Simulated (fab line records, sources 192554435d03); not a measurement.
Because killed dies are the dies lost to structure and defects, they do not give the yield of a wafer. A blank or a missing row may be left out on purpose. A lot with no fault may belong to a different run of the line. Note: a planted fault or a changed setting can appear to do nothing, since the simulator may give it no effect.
Which tool did it? -- flow n5Finfet -- 9 lots with 27 wafers sampled at 5 steps, on a route of 1938 steps

## WHAT THE GAUGES READ, wafer by wafer
N5_BEOL_M3_CD_MEAS_28: target cd 25.7 nm, target cd y 23.3 nm. Usual: cdNm at 25.74 nm, with a standard deviation of 0.23.
lot,measured,on,cdNm (nm),flag
L667,day 7 19:11,cdSem-01,25.99 26.35 25.91,
L671,day 9 00:49,cdSem-03,26.26 25.74 25.63,
L674,day 9 10:24,cdSem-03,25.77 25.54 25.56,
L678,day 12 03:07,cdSem-03,25.79 25.90 25.59,
L684,day 12 04:46,cdSem-03,25.68 25.52 24.93,
L682,day 12 09:42,cdSem-02,26.21 25.57 25.78,
L683,day 12 17:29,cdSem-03,25.72 25.91 25.90,
L686,day 12 21:23,cdSem-02,25.72 25.93 25.23,
L687,day 13 15:02,cdSem-02,25.73 25.83 25.71,

N5_BEOL_M3_CD_MEAS_35: target cd 18 nm, target cd y 21 nm. Usual: cdNm at 18.1 nm, with a standard deviation of 0.35.
lot,measured,on,cdNm (nm),flag
L667,day 7 23:11,cdSem-02,17.9 17.5 17.7,
L671,day 9 03:04,cdSem-03,18.3 17.8 18.0,
L674,day 9 11:19,cdSem-03,18.2 18.2 19.0,
L678,day 12 04:08,cdSem-01,18.5 17.5 17.7,
L684,day 12 08:47,cdSem-02,18.3 18.3 18.3,
L682,day 12 16:29,cdSem-02,17.8 18.2 18.0,
L683,day 12 20:19,cdSem-02,18.3 17.8 17.6,
L686,day 13 01:32,cdSem-03,18.0 18.2 18.2,
L687,day 14 00:45,cdSem-02,18.4 17.9 18.6,

N5_BEOL_M4_RC_MEAS_101. Usual: DIBL_N 36.3 mV/V, standard deviation 1.9; DIBL_P 36.0 mV/V, standard deviation 2.1; IOFF_N 0.16 nA/um, standard deviation 0.031; IOFF_P 0.21 nA/um, standard deviation 0.035; ION_N 675 uA/um, standard deviation 14; ION_P 464 uA/um, standard deviation 8.5; SS_N 71.5 mV/dec, standard deviation 0.6; SS_P 73.3 mV/dec, standard deviation 0.72; VT_N 250 mV, standard deviation 3.2; VT_P -250 mV, standard deviation 3.1.
lot,measured,on,DIBL_N (mV/V),DIBL_P (mV/V),IOFF_N (nA/um),IOFF_P (nA/um),ION_N (uA/um),ION_P (uA/um),SS_N (mV/dec),SS_P (mV/dec),VT_N (mV),VT_P (mV),flag
L667,day 8 15:01,prober-01,34.5 34.5 39.1,36.0 36.8 41.7,0.14 0.14 0.24,0.19 0.20 0.29,691 673 698,475 464 470,70.4 70.9 71.9,73.7 74.3 74.9,249 251 242,-252 -250 -247,
L671,day 9 15:16,prober-02,39.5 39.9 36.4,38.3 38.0 35.1,0.19 0.22 0.16,0.27 0.27 0.22,675 672 677,465 460 470,72.0 72.6 70.3,73.3 73.2 72.6,249 247 251,-247 -244 -247,
L674,day 9 22:16,prober-01,35.1 34.2 34.3,35.4 34.7 32.9,0.14 0.13 0.11,0.20 0.19 0.15,681 668 656,474 459 449,71.3 71.3 71.3,72.9 73.1 72.6,250 254 259,-250 -251 -254,
L678,day 12 21:15,prober-01,37.7 36.4 37.2,35.8 34.5 34.4,0.17 0.15 0.16,0.22 0.19 0.19,691 675 676,473 462 460,72.6 72.1 72.3,73.5 72.9 72.9,248 250 251,-246 -251 -251,
L684,day 13 01:41,prober-01,35.2 35.7 37.2,36.5 36.8 39.7,0.14 0.16 0.19,0.17 0.18 0.22,678 681 698,458 457 471,70.4 71.7 72.5,72.9 73.2 73.5,248 248 246,-257 -254 -250,
L682,day 13 19:43,prober-02,37.5 39.9 40.5,35.8 38.6 39.5,0.16 0.21 0.24,0.21 0.25 0.27,694 683 715,471 462 481,71.5 72.6 72.2,74.1 74.0 74.0,249 245 244,-249 -247 -245,
L683,day 14 09:01,prober-01,36.4 36.8 36.2,36.4 38.3 37.6,0.18 0.19 0.18,0.21 0.24 0.25,668 685 681,460 466 469,72.1 71.9 71.6,73.0 74.0 74.3,249 247 246,-249 -248 -246,
L686,day 14 12:35,prober-02,35.8 34.3 36.3,36.4 34.6 36.0,0.15 0.13 0.15,0.23 0.19 0.21,676 673 676,469 465 465,72.4 71.7 72.0,73.1 72.1 72.5,251 253 251,-249 -250 -249,
L687,day 15 04:40,prober-01,36.2 36.5 36.9,36.7 36.7 37.3,0.15 0.15 0.16,0.21 0.21 0.21,668 668 665,460 458 457,71.1 70.7 71.4,73.1 73.2 74.1,250 251 251,-249 -248 -250,

## WHAT TOOL EACH LOT RAN ON (gives the tool, then ch and the chambers of the sampled wafers, and finally the start)
lot,N5_BEOL_M3_ETCH_77,N5_BEOL_M3_VIA_ETCH_34
L667,"rieDiel-05 ch 0,1,3, day 7 19:20","rieDiel-06 ch 0,1, day 7 22:47"
L671,"rieDiel-01 ch 2,3, day 9 02:17","rieDiel-01 ch 2,3, day 9 02:39"
L674,"rieDiel-06 ch 0,1,2, day 9 10:34","rieDiel-06 ch 1,2,3, day 9 10:55"
L678,"rieDiel-05 ch 0,2,3, day 12 03:17","rieDiel-06 ch 0,1, day 12 03:43"
L684,"rieDiel-01 ch 0,3, day 12 04:55","rieDiel-05 ch 0,1, day 12 08:23"
L682,"rieDiel-01 ch 0,2, day 12 09:51","rieDiel-01 ch 0,1,2, day 12 16:04"
L683,"rieDiel-06 ch 0,1,2, day 12 17:38","rieDiel-01 ch 0,1, day 12 19:55"
L686,"rieDiel-01 ch 0,1,3, day 12 21:32","rieDiel-05 ch 0,1,2, day 13 01:08"
L687,"rieDiel-01 ch 0,2, day 13 15:12","rieDiel-05 ch 1,2,3, day 14 00:20"
- N5_BEOL_M3_ETCH_77: etches underlayer in N2/H2, target depth 6.5 nm, time 5.2 s.
- N5_BEOL_M3_VIA_ETCH_34: etches the open film in C4F6/O2, target depth 69.4 nm, time 65.9 s.

## AS READ BY THE TOOLS THEMSELVES (means over the sampled wafers that have a number; for cases with no such wafer, the mark the record gives instead)
N5_BEOL_M3_ETCH_77. Usual: value, then standard deviation, for each; biasW 150.0 W / 0.42; drypumpMotorCurrentA 5.6 A / 0.69; etchRfOnTimeS 5.21 s / 0.12; oesProductAu 0.66 a.u. / 0.08; rfVppV 524.1 V / 2.7; showerheadPlenumPTorr 2.55 Torr / 0.097; throttleValvePct 17.92 % / 0.21.
lot,tool,biasW (W),drypumpMotorCurrentA (A),etchRfOnTimeS (s),oesProductAu (a.u.),rfVppV (V),showerheadPlenumPTorr (Torr),throttleValvePct (%),flag
L667,rieDiel-05,150.2,6.1,5.20,0.68,522.0,2.52,17.99,
L671,rieDiel-01,149.6,5.0,5.26,0.61,522.6,2.51,18.10,
L674,rieDiel-06,149.6,6.1,5.24,0.69,524.1,2.56,17.65,
L678,rieDiel-05,150.4,5.7,5.17,0.64,525.2,2.57,18.03,
L684,rieDiel-01,149.6,4.9,5.20,0.62,525.4,2.59,18.18,
L682,rieDiel-01,150.4,5.2,5.26,0.63,524.6,2.59,18.12,
L683,rieDiel-06,149.6,6.1,5.29,0.66,524.3,2.55,17.71,
L686,rieDiel-01,149.7,5.0,5.04,0.78,524.2,2.58,17.80,
L687,rieDiel-01,150.2,5.4,5.33,0.62,523.9,2.55,18.08,

N5_BEOL_M3_VIA_ETCH_34. Usual: biasW 170.0 W, standard deviation 0.5; drypumpMotorCurrentA 5.6 A, standard deviation 0.65; oesProductAu 0.77 a.u., standard deviation 0.094; rfVppV 672 V, standard deviation 14; showerheadPlenumPTorr 2.87 Torr, standard deviation 0.084; throttleValvePct 30.89 %, standard deviation 0.28.
lot,tool,biasW (W),drypumpMotorCurrentA (A),oesProductAu (a.u.),rfVppV (V),showerheadPlenumPTorr (Torr),throttleValvePct (%),flag
L667,rieDiel-06,170.3,6.1,0.80,659,2.92,30.38,
L671,rieDiel-01,169.9,5.0,0.72,676,2.82,31.07,
L674,rieDiel-06,169.9,5.8,0.80,663,2.82,30.75,
L678,rieDiel-06,181.4,6.1,0.78,694,2.91,30.41,OFF
L684,rieDiel-05,170.1,6.7,0.69,665,2.72,31.29,
L682,rieDiel-01,170.4,5.2,0.82,684,2.89,30.92,
L683,rieDiel-01,170.1,5.1,0.90,680,2.92,30.79,
L686,rieDiel-05,169.9,6.2,0.69,661,2.79,31.19,
L687,rieDiel-05,169.7,5.6,0.75,657,2.89,30.99,

## THE ANSWER, worked out from the rows above alone
Rule: lot off if the mean of its wafers having a number is beyond 3 standard deviations from the usual mean. A lot without any number at a reading at which 4 lots or more have one is off too. The other lots that the step has rows for count as sound. After the gauges, taken in route order, come the tools' own readings; for these a lot's mean is taken, as printed above. The first step at which some lot is off is used, and at that step the reading that is off furthest; a lot without a number counts as furthest.
Off: L678 (N5_BEOL_M3_VIA_ETCH_34, biasW).
A tool fits if, at that step or a process step before it, it ran every lot that is off, and no sound lot after the first of them. Undecided on this evidence; 2 tools fit (rieDiel-05 at N5_BEOL_M3_ETCH_77, rieDiel-06 at N5_BEOL_M3_VIA_ETCH_34).

## WHAT THE SIMULATOR HAD PUT IN
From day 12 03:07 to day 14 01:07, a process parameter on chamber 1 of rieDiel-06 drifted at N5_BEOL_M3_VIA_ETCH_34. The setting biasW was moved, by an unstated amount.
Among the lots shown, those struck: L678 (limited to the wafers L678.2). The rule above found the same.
